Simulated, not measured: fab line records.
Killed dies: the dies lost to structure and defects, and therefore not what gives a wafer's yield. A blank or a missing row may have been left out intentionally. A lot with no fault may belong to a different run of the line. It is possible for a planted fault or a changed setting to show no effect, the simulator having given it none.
Which of the tools did it? / flow n5Finfet / Sampling: 11 lots, 31 wafers, 3 of 1938 route steps

== WHAT EACH GAUGE READ, for each wafer ==
N5_BEOL_M6_CD_MEAS_35: target cd 40 nm, target cd y 28 nm. Usual: cdNm reads 39.6 nm (standard deviation 0.7).
lot=L447; measured=day 8 23:56; on=cdSem-03; cdNm (nm)=39.9 39.8 39.2; flag=
lot=L446; measured=day 9 05:44; on=cdSem-01; cdNm (nm)=39.1 39.3 38.1; flag=
lot=L449; measured=day 9 09:43; on=cdSem-03; cdNm (nm)=39.7 40.0 40.0; flag=
lot=L450; measured=day 9 11:26; on=cdSem-03; cdNm (nm)=39.6 40.0 38.6; flag=
lot=L452; measured=day 10 00:15; on=cdSem-01; cdNm (nm)=40.4 40.3 40.4; flag=
lot=L451; measured=day 10 02:08; on=cdSem-03; cdNm (nm)=41.3 39.7 40.2; flag=
lot=L453; measured=day 10 10:02; on=cdSem-01; cdNm (nm)=39.4 38.0 38.4; flag=
lot=L459; measured=day 12 05:38; on=cdSem-03; cdNm (nm)=38.7 39.6 38.6; flag=
lot=L460; measured=day 12 12:58; on=cdSem-03; cdNm (nm)=39.3 38.8; flag=
lot=L461; measured=day 12 20:03; on=cdSem-03; cdNm (nm)=39.2 39.7; flag=
lot=L464; measured=day 12 21:41; on=cdSem-02; cdNm (nm)=39.6 39.3 38.4; flag=

== WHAT TOOL EACH LOT RAN ON (gives the tool, then ch and the chambers of the sampled wafers, and finally the start) ==
lot=L447; N5_BEOL_M6_VIA_ETCH_34=rieDiel-06 ch 1,2, day 8 23:32; N5_BEOL_M6_ETCH_41=rieDiel-06 ch 1,2, day 8 23:56 or earlier
lot=L446; N5_BEOL_M6_VIA_ETCH_34=rieDiel-01 ch 0,2,3, day 9 05:20; N5_BEOL_M6_ETCH_41=rieDiel-01 ch 0,2,3, day 9 05:44 or earlier
lot=L449; N5_BEOL_M6_VIA_ETCH_34=rieDiel-01 ch 1,2,3, day 9 09:19; N5_BEOL_M6_ETCH_41=rieDiel-01 ch 1,2,3, day 9 09:43 or earlier
lot=L450; N5_BEOL_M6_VIA_ETCH_34=rieDiel-06 ch 1,2, day 9 11:02; N5_BEOL_M6_ETCH_41=rieDiel-06 ch 1,2, day 9 11:26 or earlier
lot=L452; N5_BEOL_M6_VIA_ETCH_34=rieDiel-06 ch 1,3, day 9 23:51; N5_BEOL_M6_ETCH_41=rieDiel-06 ch 1,3, day 10 00:15 or earlier
lot=L451; N5_BEOL_M6_VIA_ETCH_34=rieDiel-01 ch 0,2,3, day 10 01:44; N5_BEOL_M6_ETCH_41=rieDiel-01 ch 0,2,3, day 10 02:08 or earlier
lot=L453; N5_BEOL_M6_VIA_ETCH_34=rieDiel-06 ch 0,1, day 10 09:38; N5_BEOL_M6_ETCH_41=rieDiel-06 ch 0,1, day 10 10:02 or earlier
lot=L459; N5_BEOL_M6_VIA_ETCH_34=rieDiel-06 ch 1,2,3, day 12 05:13; N5_BEOL_M6_ETCH_41=rieDiel-06 ch 1,2,3, day 12 05:38 or earlier
lot=L460; N5_BEOL_M6_VIA_ETCH_34=rieDiel-06 ch 2,3, day 12 12:34; N5_BEOL_M6_ETCH_41=rieDiel-06 ch 2,3, day 12 12:58 or earlier
lot=L461; N5_BEOL_M6_VIA_ETCH_34=rieDiel-06 ch 1,3, day 12 19:39; N5_BEOL_M6_ETCH_41=rieDiel-06 ch 1,3, day 12 20:03 or earlier
lot=L464; N5_BEOL_M6_VIA_ETCH_34=rieDiel-03 ch 1,2,3, day 12 21:19; N5_BEOL_M6_ETCH_41=rieDiel-03 ch 1,2,3, day 12 21:41 or earlier
- N5_BEOL_M6_VIA_ETCH_34: etches SiCOH lowk in C4F6/O2, target depth 126.3 nm, time 50.9 s.
- N5_BEOL_M6_ETCH_41: etches SiCN in CH3F/O2, target depth 29.7 nm, time 52 s.

== WHAT THE TOOLS THEMSELVES READ (means of the sampled wafers that have a number; where no wafer has one, the mark that the record gives instead) ==
N5_BEOL_M6_VIA_ETCH_34. Usual: drypumpMotorCurrentA is 5.4 A with standard deviation 0.47, oes_f_703_au is 0.77 a.u. with standard deviation 0.064, oesProductAu is 0.78 a.u. with standard deviation 0.068, rfVppV is 667 V with standard deviation 9.2, runLengthS is 74.6 s with standard deviation 0.35, showerheadPlenumPTorr is 2.83 Torr with standard deviation 0.093, and throttleValvePct is 20.90 % with standard deviation 0.24.
lot=L447; tool=rieDiel-06; drypumpMotorCurrentA (A)=5.3; oes_f_703_au (a.u.)=0.78; oesProductAu (a.u.)=0.80; rfVppV (V)=676; runLengthS (s)=74.8; showerheadPlenumPTorr (Torr)=2.83; throttleValvePct (%)=20.95; flag=
lot=L446; tool=rieDiel-01; drypumpMotorCurrentA (A)=5.8; oes_f_703_au (a.u.)=0.79; oesProductAu (a.u.)=0.78; rfVppV (V)=666; runLengthS (s)=74.7; showerheadPlenumPTorr (Torr)=2.93; throttleValvePct (%)=20.94; flag=
lot=L449; tool=rieDiel-01; drypumpMotorCurrentA (A)=5.8; oes_f_703_au (a.u.)=0.85; oesProductAu (a.u.)=0.85; rfVppV (V)=662; runLengthS (s)=74.5; showerheadPlenumPTorr (Torr)=2.92; throttleValvePct (%)=20.84; flag=
lot=L450; tool=rieDiel-06; drypumpMotorCurrentA (A)=5.3; oes_f_703_au (a.u.)=0.77; oesProductAu (a.u.)=0.79; rfVppV (V)=676; runLengthS (s)=74.6; showerheadPlenumPTorr (Torr)=2.83; throttleValvePct (%)=20.97; flag=
lot=L452; tool=rieDiel-06; drypumpMotorCurrentA (A)=5.2; oes_f_703_au (a.u.)=0.77; oesProductAu (a.u.)=0.78; rfVppV (V)=677; runLengthS (s)=74.8; showerheadPlenumPTorr (Torr)=2.84; throttleValvePct (%)=20.82; flag=
lot=L451; tool=rieDiel-01; drypumpMotorCurrentA (A)=5.8; oes_f_703_au (a.u.)=0.77; oesProductAu (a.u.)=0.77; rfVppV (V)=666; runLengthS (s)=74.5; showerheadPlenumPTorr (Torr)=2.92; throttleValvePct (%)=20.96; flag=
lot=L453; tool=rieDiel-06; drypumpMotorCurrentA (A)=5.2; oes_f_703_au (a.u.)=0.74; oesProductAu (a.u.)=0.76; rfVppV (V)=669; runLengthS (s)=74.8; showerheadPlenumPTorr (Torr)=2.90; throttleValvePct (%)=21.02; flag=
lot=L459; tool=rieDiel-06; drypumpMotorCurrentA (A)=5.2; oes_f_703_au (a.u.)=0.76; oesProductAu (a.u.)=0.77; rfVppV (V)=675; runLengthS (s)=77.0; showerheadPlenumPTorr (Torr)=2.78; throttleValvePct (%)=20.84; flag=OFF
lot=L460; tool=rieDiel-06; drypumpMotorCurrentA (A)=5.1; oes_f_703_au (a.u.)=0.78; oesProductAu (a.u.)=0.79; rfVppV (V)=674; runLengthS (s)=81.2; showerheadPlenumPTorr (Torr)=2.74; throttleValvePct (%)=20.75; flag=OFF
lot=L461; tool=rieDiel-06; drypumpMotorCurrentA (A)=5.2; oes_f_703_au (a.u.)=0.76; oesProductAu (a.u.)=0.77; rfVppV (V)=676; runLengthS (s)=81.1; showerheadPlenumPTorr (Torr)=2.81; throttleValvePct (%)=20.77; flag=OFF
lot=L464; tool=rieDiel-03; drypumpMotorCurrentA (A)=5.4; oes_f_703_au (a.u.)=0.76; oesProductAu (a.u.)=0.77; rfVppV (V)=667; runLengthS (s)=74.8; showerheadPlenumPTorr (Torr)=2.78; throttleValvePct (%)=20.92; flag=

N5_BEOL_M6_ETCH_41. Usual: CH3F_flow_sccm 29.99 sccm, standard deviation 0.091; drypumpMotorCurrentA 5.4 A, standard deviation 0.47; oesProductAu 0.78 a.u., standard deviation 0.067; rfVppV 297.1 V, standard deviation 1.6; runLengthS 75.7 s, standard deviation 0.35; showerheadPlenumPTorr 1.99 Torr, standard deviation 0.068; throttleValvePct 16.34 %, standard deviation 0.24.
lot=L447; tool=rieDiel-06; CH3F_flow_sccm (sccm)=30.03; drypumpMotorCurrentA (A)=5.3; oesProductAu (a.u.)=0.79; rfVppV (V)=297.1; runLengthS (s)=76.0; showerheadPlenumPTorr (Torr)=2.00; throttleValvePct (%)=16.35; flag=
lot=L446; tool=rieDiel-01; CH3F_flow_sccm (sccm)=30.07; drypumpMotorCurrentA (A)=5.8; oesProductAu (a.u.)=0.78; rfVppV (V)=298.0; runLengthS (s)=75.5; showerheadPlenumPTorr (Torr)=2.06; throttleValvePct (%)=16.39; flag=
lot=L449; tool=rieDiel-01; CH3F_flow_sccm (sccm)=29.99; drypumpMotorCurrentA (A)=5.8; oesProductAu (a.u.)=0.85; rfVppV (V)=298.3; runLengthS (s)=75.5; showerheadPlenumPTorr (Torr)=2.06; throttleValvePct (%)=16.24; flag=
lot=L450; tool=rieDiel-06; CH3F_flow_sccm (sccm)=29.94; drypumpMotorCurrentA (A)=5.3; oesProductAu (a.u.)=0.79; rfVppV (V)=296.9; runLengthS (s)=76.1; showerheadPlenumPTorr (Torr)=1.99; throttleValvePct (%)=16.36; flag=
lot=L452; tool=rieDiel-06; CH3F_flow_sccm (sccm)=30.02; drypumpMotorCurrentA (A)=5.2; oesProductAu (a.u.)=0.79; rfVppV (V)=297.2; runLengthS (s)=75.7; showerheadPlenumPTorr (Torr)=1.99; throttleValvePct (%)=16.22; flag=
lot=L451; tool=rieDiel-01; CH3F_flow_sccm (sccm)=30.05; drypumpMotorCurrentA (A)=5.7; oesProductAu (a.u.)=0.77; rfVppV (V)=298.1; runLengthS (s)=75.7; showerheadPlenumPTorr (Torr)=2.06; throttleValvePct (%)=16.41; flag=
lot=L453; tool=rieDiel-06; CH3F_flow_sccm (sccm)=29.99; drypumpMotorCurrentA (A)=5.2; oesProductAu (a.u.)=0.76; rfVppV (V)=298.3; runLengthS (s)=75.9; showerheadPlenumPTorr (Torr)=2.03; throttleValvePct (%)=16.43; flag=
lot=L459; tool=rieDiel-06; CH3F_flow_sccm (sccm)=29.84; drypumpMotorCurrentA (A)=5.2; oesProductAu (a.u.)=0.77; rfVppV (V)=296.3; runLengthS (s)=75.8; showerheadPlenumPTorr (Torr)=1.95; throttleValvePct (%)=16.28; flag=
lot=L460; tool=rieDiel-06; CH3F_flow_sccm (sccm)=29.99; drypumpMotorCurrentA (A)=5.1; oesProductAu (a.u.)=0.78; rfVppV (V)=294.3; runLengthS (s)=75.8; showerheadPlenumPTorr (Torr)=1.92; throttleValvePct (%)=16.21; flag=
lot=L461; tool=rieDiel-06; CH3F_flow_sccm (sccm)=29.86; drypumpMotorCurrentA (A)=5.2; oesProductAu (a.u.)=0.76; rfVppV (V)=296.1; runLengthS (s)=75.5; showerheadPlenumPTorr (Torr)=1.97; throttleValvePct (%)=16.20; flag=
lot=L464; tool=rieDiel-03; CH3F_flow_sccm (sccm)=29.95; drypumpMotorCurrentA (A)=5.4; oesProductAu (a.u.)=0.77; rfVppV (V)=296.3; runLengthS (s)=75.8; showerheadPlenumPTorr (Torr)=1.95; throttleValvePct (%)=16.34; flag=

== THE ANSWER, worked out from the rows above alone ==
Rule: lot off if the mean of its wafers having a number is beyond 3 standard deviations from the usual mean. Also off: a lot with no number at a reading for which 4 or more lots have one. Where the step has rows for the other lots, those lots are counted as sound. Order of review: gauges by route order, followed by the tools' own readings, for which a lot's mean as printed above is used. The first step at which some lot is off is used, and at that step the reading that is off furthest; a lot without a number counts as furthest.
Off at N5_BEOL_M6_VIA_ETCH_34 (runLengthS): L459, L460, L461.
If a tool, at that step or one of the process steps before it, ran each lot that is off and ran no sound lot following the first of them, it fits. One fits: rieDiel-06 at N5_BEOL_M6_VIA_ETCH_34. Its last sound lot is L453 (day 10 09:38), its first lot that is off L459 (day 12 05:13): a fault that began between those two fits.
On the lots that are off, the tool's own readings at N5_BEOL_M6_VIA_ETCH_34 differ by more than 5 times the standard deviation of the sound lots' means, which bears it out; runLengthS reads 79.8 s there versus 74.7 s on the sound lots.

== WHAT HAD BEEN PUT IN BY THE SIMULATOR ==
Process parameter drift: rieDiel-06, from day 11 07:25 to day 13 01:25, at N5_BEOL_M6_VIA_ETCH_34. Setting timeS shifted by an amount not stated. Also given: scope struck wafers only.
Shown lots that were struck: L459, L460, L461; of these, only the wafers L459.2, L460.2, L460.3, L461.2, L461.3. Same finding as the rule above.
